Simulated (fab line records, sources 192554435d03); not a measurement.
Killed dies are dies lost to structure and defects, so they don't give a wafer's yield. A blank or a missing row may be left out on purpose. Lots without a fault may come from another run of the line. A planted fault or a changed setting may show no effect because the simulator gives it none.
Chamber matching | flow n5_finfet | N5_BEOL_M4_ALD_84 on ald_metal-01: 4 sister chambers
The step deposits TaN, pulse time 2 s, purge time 3 s, co reactant purge time 2 s. 8 wafers are shown with their chamber, then 8 later ones without.

WAFERS WITH THEIR CHAMBER
wafer  | chamber | heater_power_w (W) | heater_power_outer_w (W)
L082.2 | 2       | 459                | 277
L085.3 | 0       | 410                | 220
L085.5 | 2       | 462                | 261
L085.6 | 1       | 448                | 259
L089.2 | 3       | 392                | 209
L089.4 | 1       | 447                | 258
L089.5 | 0       | 391                | 224
L090.1 | 3       | 389                | 217

WAFERS WITHOUT THEIR CHAMBER
wafer  | heater_power_w (W) | heater_power_outer_w (W)
L090.3 | 401                | 229
L090.5 | 401                | 211
L091.3 | 409                | 232
L091.5 | 467                | 267
L091.6 | 394                | 216
L094.3 | 450                | 276
L094.5 | 435                | 272
L094.6 | 385                | 214

WHICH CHAMBER EACH WENT THROUGH
wafer  | from the rows above     | in truth
L090.3 | can't be placed: 0 or 3 | 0
L090.5 | can't be placed: 3 or 0 | 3
L091.3 | can't be placed: 0 or 3 | 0
L091.5 | 2                       | 2
L091.6 | can't be placed: 3 or 0 | 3
L094.3 | can't be placed: 2 or 1 | 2
L094.5 | can't be placed: 1 or 2 | 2
L094.6 | can't be placed: 3 or 0 | 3
Placed correctly: 1 of 8. Can't be placed from these rows: 7 (the true chamber is among the candidates in 7). Placed wrongly: 0.
How it was worked out, from the rows above alone: a wafer's distance from a chamber is the root of the sum, over the readings, of the square of ((its reading less the chamber's mean) divided by the reading's scatter). The wafer belongs to the nearest chamber; if the next one is less than 2 further off, it can't be placed. A chamber's mean is the mean of its shown wafers. The scatter: the root of (the sum of the squares of (reading less its chamber's mean) over the shown wafers, divided by (wafers less chambers)).
